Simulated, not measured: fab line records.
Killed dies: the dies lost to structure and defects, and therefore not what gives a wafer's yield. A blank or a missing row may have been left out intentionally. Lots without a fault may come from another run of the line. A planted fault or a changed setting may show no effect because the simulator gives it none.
Matching of chambers	flow nand_harc	3 sister chambers for NHARC_P_BONDPAD_DEP_00 on pecvd-01
The step deposits SiCN, target thk 250 nm. 3 wafers are shown with their chamber, then 7 later ones without.

== WAFERS PAIRED WITH THEIR CHAMBERS ==
wafer	chamber	heater_power_w (W)
L966.5	1	708
L966.6	0	463
L977.3	2	600

== WAFERS MISSING THEIR CHAMBER ==
wafer	heater_power_w (W)
L977.4	382
L979.2	567
L979.3	482
L979.6	497
L982.1	617
L982.3	433
L982.6	699

== WHICH CHAMBER EACH WENT THROUGH ==
wafer	from the rows above	in truth
L977.4	0	0
L979.2	can't be placed: 2 or 0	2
L979.3	0	0
L979.6	can't be placed: 0 or 2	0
L982.1	can't be placed: 2 or 1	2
L982.3	0	0
L982.6	1	1
Correct placement for 4 of the 7. These rows do not allow placing 3 (true chamber among the candidates in 3). 0 placed wrongly.
How it was worked out, from the rows above alone: a wafer's distance from a chamber is the root of the sum, over the readings, of the square of ((its reading less the chamber's mean) divided by the reading's scatter). The wafer belongs to the nearest chamber; if the next one is less than 2 further off, it can't be placed. The mean given for a chamber averages the wafers shown for that chamber. The scatter (one wafer shown for each chamber): square how far every hidden wafer sits from the nearest shown wafer, average those squares and take the square root.
